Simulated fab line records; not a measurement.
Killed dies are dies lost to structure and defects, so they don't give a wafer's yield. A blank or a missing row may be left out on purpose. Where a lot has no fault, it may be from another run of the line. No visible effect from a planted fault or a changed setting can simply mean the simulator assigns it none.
A struck lot beside a sound one ; flow nandHarc ; 15 steps out of a route of 1302
Sound: these wafers, L851.1, L851.2, L851.6. Struck: wafers L855.4, L855.6. The cause comes at the end.
Per side, at each step with rows, come the tool, then ch with its chambers, and then its first start. Under that, the readings that differ: sound wafers ; struck wafers ; difference of the means ; sigmas: that difference in standard deviations of wafers without a fault.
alike: words and numbers the same on both sides, and readings whose means are apart by under 2 such deviations; not compared: readings that were withheld, readings missing a value for some wafer, numbers with overlapping values and no deviation given by the record, and bounds like >300 which may hide the same value.
A row with sigmas, a row that says differs or no value, or rows on one side alone: a step with any of these is where the two part. Numbers that don't overlap but have no deviation are shown without sigmas and don't part them. A reading that every wafer of one side lacks parts them only if that side has two wafers or more.

first, 1 step without rows for these wafers: NHARC_A_ONON_D1_DEP_00 (target thk 1000 nm).
NHARC_A_ONON_D1_THK_MEAS_02: measures by ellipsometry.
  struck on filmMetro-01, day 9 16:37; sound on filmMetro-01, day 8 07:46
  alike: thkNm
after that, 1 step with no rows for these wafers: NHARC_A_ONON_D1_DEP_03 (target thk 1000 nm).
NHARC_A_ONON_D1_THK_MEAS_05: measures by ellipsometry.
  struck on filmMetro-01, day 9 17:10; sound on filmMetro-02, day 8 08:19
  alike: thkNm
after that, 1 step with no rows for these wafers: NHARC_A_ONON_D1_DEP_06 (target thk 1000 nm).
NHARC_A_ONON_D1_THK_MEAS_08: measures by ellipsometry.
  struck on filmMetro-01, day 9 17:44; sound on filmMetro-02, day 8 08:53
  alike: thkNm
after that, 1 step with no rows for these wafers: NHARC_A_ONON_D1_DEP_09 (target thk 1000 nm).
NHARC_A_ONON_D1_THK_MEAS_11: measures by ellipsometry.
  struck on filmMetro-02, day 9 18:19; sound on filmMetro-02, day 8 09:27
reading;sound;struck;difference;sigmas
thkNm (nm);1018 1019 1018;990 987;-30;-3
after that, 1 step with no rows for these wafers: NHARC_A_ONON_D1_DEP_12 (target thk 1000 nm).
NHARC_A_ONON_D1_THK_MEAS_14: measures by ellipsometry.
  struck on filmMetro-01, day 9 18:53; sound on filmMetro-02, day 8 10:01
reading;sound;struck;difference;sigmas
thkNm (nm);984 986 984;1003 1004;+19;+2
then, 1 step without rows for these wafers: NHARC_A_ONON_D1_ANNEAL_15 (time 3600 s).
NHARC_A_ONON_D1_DEP_16: target thk 1000 nm.
  sound on pecvdOnon-01 ch 0, day 8 17:16; struck on pecvdOnon-01 ch 0, day 10 02:19
NHARC_A_ONON_D1_THK_MEAS_18: measures by ellipsometry.
  struck on filmMetro-02, day 10 02:39; sound on filmMetro-02, day 8 17:47
reading;sound;struck;difference;sigmas
thkNm (nm);993 992 991;1473 1471;+480;+48
after that, 1 step with no rows for these wafers: NHARC_A_ONON_D1_DEP_19 (target thk 1000 nm).
-- record jumps: 16 days between struck wafers' starts before vs after; left off in module A_ONON_D1, resumes in module END, first step shown is number 1302 of the route --
NHARC_END_SORT_01:
  only the struck wafers appear in the record here, on prober-02 ch 0 at day 26 12:25; the sound ones have no rows

WHERE THEY PART
Last at NHARC_END_SORT_01 as far as this record goes, first at NHARC_A_ONON_D1_THK_MEAS_11.

WHY: what had been put in by the simulator
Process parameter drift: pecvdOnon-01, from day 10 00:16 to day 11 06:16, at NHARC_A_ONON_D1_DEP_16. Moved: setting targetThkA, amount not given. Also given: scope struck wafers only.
